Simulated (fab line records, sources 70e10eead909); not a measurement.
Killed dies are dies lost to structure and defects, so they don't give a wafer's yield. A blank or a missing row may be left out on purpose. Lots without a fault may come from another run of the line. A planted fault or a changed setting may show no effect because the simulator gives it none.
Chamber matching | flow nand_harc | NHARC_A_STAIRCASE_DEP_417 on pecvd-04: 3 sister chambers
The step deposits Si3N4, target thk 60 nm. 3 wafers are shown with their chamber, then 7 later ones without.

WAFERS WITH THEIR CHAMBER
wafer  | chamber | showerhead_vpp_V (V)
L231.4 | 2       | 1315
L235.2 | 1       | 1273
L235.4 | 0       | 1486

WAFERS WITHOUT THEIR CHAMBER
wafer  | showerhead_vpp_V (V)
L235.5 | 1316
L242.1 | 1474
L242.2 | 1322
L242.5 | 1285
L243.3 | 1302
L243.4 | 1297
L243.5 | 1306

WHICH CHAMBER EACH WENT THROUGH
wafer  | from the rows above     | in truth
L235.5 | 2                       | 2
L242.1 | 0                       | 0
L242.2 | 2                       | 2
L242.5 | can't be placed: 1 or 2 | 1
L243.3 | can't be placed: 2 or 1 | 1
L243.4 | can't be placed: 2 or 1 | 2
L243.5 | 2                       | 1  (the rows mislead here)
Placed correctly: 3 of 7. Can't be placed from these rows: 3 (the true chamber is among the candidates in 3). Placed wrongly: 1.
How it was worked out, from the rows above alone: a wafer's distance from a chamber is the root of the sum, over the readings, of the square of ((its reading less the chamber's mean) divided by the reading's scatter). The wafer belongs to the nearest chamber; if the next one is less than 2 further off, it can't be placed. A chamber's mean is the mean of its shown wafers. The scatter: with one shown wafer a chamber, the root of the mean of the squares of how far each hidden wafer lies from its nearest shown one.
